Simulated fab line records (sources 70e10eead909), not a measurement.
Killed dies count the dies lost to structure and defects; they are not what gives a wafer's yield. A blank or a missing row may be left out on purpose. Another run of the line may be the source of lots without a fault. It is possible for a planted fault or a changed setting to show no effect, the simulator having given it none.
The tool behind it: which one?	flow nand-harc	18 wafers from 6 lots sampled at 5 of the route's 1159 steps

WHAT EACH GAUGE READ, for each wafer
NHARC_END_SORT_01.
lot	measured	on	killed-at-array

EACH LOT AND THE TOOL THAT RAN IT (in order: tool; ch and the chambers of the sampled wafers; start)
lot	NHARC_A_CHANNEL_HOLE_D1_DESCUM_15	NHARC_A_CHANNEL_HOLE_D1_ETCH_20	NHARC_A_CHANNEL_FILL_D1_ALD_02	NHARC_A_CHANNEL_FILL_D1_ALD_15
L433	rie-diel-10 ch 1,3, day 8 17:37	har-etch-01 ch 0,1, day 8 18:55	ald-hk-02 ch 0,1, day 9 01:07	ald-sin-batch-02 ch 0, day 9 10:52
L441	rie-diel-10 ch 0,1,3, day 9 20:49	har-etch-02 ch 1, day 9 22:07	ald-hk-03 ch 1,2, day 10 03:58	ald-sin-batch-02 ch 0, day 10 14:03
L439	rie-diel-07 ch 1,2, day 9 21:36	har-etch-02 ch 0,1, day 10 02:16	ald-hk-03 ch 0,2,3, day 10 08:13	ald-sin-batch-03 ch 0, day 10 19:35
L442	rie-diel-07 ch 0,1,2, day 10 12:09	har-etch-02 ch 0,1, day 10 13:46	ald-hk-03 ch 0,1,3, day 10 21:21	ald-sin-batch-02 ch 0, day 11 06:57
L447	rie-diel-05 ch 0,3, day 11 17:46	har-etch-01 ch 0,1, day 11 22:50	ald-hk-01 ch 2,3, day 12 04:32	ald-sin-batch-01 ch 0, day 12 13:59
L450	rie-diel-10 ch 1,2, day 12 15:28	har-etch-02 ch 0,1, day 12 19:06	ald-hk-01 ch 1,2,3, day 13 01:17	ald-sin-batch-02 ch 0, day 13 10:59
- NHARC_A_CHANNEL_HOLE_D1_DESCUM_15: chemistry O2, time 3 s.
- NHARC_A_CHANNEL_HOLE_D1_ETCH_20: etches the open film in C4F8/O2/Ar, time 361.9 s, target depth 1600 nm.
- NHARC_A_CHANNEL_FILL_D1_ALD_02: deposits SiO2, target thk 6 nm, pulse time 10 s, ald cycles 60.
- NHARC_A_CHANNEL_FILL_D1_ALD_15: deposits SiNx, target thk 2 nm, pulse time 60 s, ald cycles 19.

THE ANSWER, worked out from the rows above alone
Rule: the usual values come from the lots themselves. The widest of any qualifying gaps counts: lots, ordered by their means at a reading, are off when they make up no more than a third of the lots, leave a main group of 4 or more, and stand apart from it by 3 or more times the standard deviation of that group's means. A main group whose means are all the same, to the digits that the tables above print for the reading, isn't used. Also off: a lot with no number at a reading for which 4 or more lots have one. Where the step has rows for the other lots, those lots are counted as sound.
Nothing can be told from this: no lot is off at any reading shown.

WHAT HAD BEEN PUT IN BY THE SIMULATOR
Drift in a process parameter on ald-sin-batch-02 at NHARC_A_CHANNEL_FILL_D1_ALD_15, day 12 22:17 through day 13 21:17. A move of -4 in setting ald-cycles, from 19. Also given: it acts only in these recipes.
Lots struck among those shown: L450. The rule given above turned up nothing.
